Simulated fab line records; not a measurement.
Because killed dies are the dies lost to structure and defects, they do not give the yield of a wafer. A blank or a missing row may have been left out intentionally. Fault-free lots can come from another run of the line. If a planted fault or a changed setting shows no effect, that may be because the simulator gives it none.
Chamber matching | flow nand harc | cmp-02 running NHARC_P_CONTACT_CMP_01: 4 sister chambers
The step polishes SiO2, target thk 200 nm. 8 wafers are shown with their chamber, then 10 later ones without.

== WAFERS, EACH WITH ITS CHAMBER ==
wafer  | chamber | motor current A (A)
L079.1 | 2       | 11.6
L081.6 | 1       | 12.7
L084.4 | 1       | 13.1
L088.2 | 3       | 17.2
L088.4 | 0       | 11.0
L088.5 | 0       | 11.2
L086.3 | 3       | 16.5
L086.4 | 2       | 12.0

== WAFERS WITHOUT THEIR CHAMBER ==
wafer  | motor current A (A)
L086.5 | 12.2
L092.1 | 12.4
L092.5 | 13.4
L092.6 | 11.2
L093.2 | 16.3
L093.3 | 11.9
L093.6 | 12.9
L096.1 | 15.8
L096.2 | 12.9
L096.4 | 11.1

== EACH ONE'S CHAMBER ==
wafer  | from the rows above     | in truth
L086.5 | can't be placed: 2 or 1 | 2
L092.1 | can't be placed: 1 or 2 | 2
L092.5 | 1                       | 1
L092.6 | can't be placed: 0 or 2 | 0
L093.2 | 3                       | 3
L093.3 | 2                       | 2
L093.6 | 1                       | 1
L096.1 | 3                       | 3
L096.2 | 1                       | 1
L096.4 | 0                       | 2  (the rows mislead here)
6 of 10 placed correctly. Cannot be placed on the basis of these rows: 3; the candidates contain the true chamber in 3. Number placed wrongly: 1.
How it was worked out, from the rows above alone: a wafer's distance from a chamber is the root of the sum, over the readings, of the square of ((its reading less the chamber's mean) divided by the reading's scatter). The wafer belongs to the nearest chamber; if the next one is less than 2 further off, it can't be placed. The mean given for a chamber averages the wafers shown for that chamber. How the scatter is found: for the shown wafers, subtract from each reading the mean of its chamber, square and add these, divide the total by (wafers less chambers), then take the root.
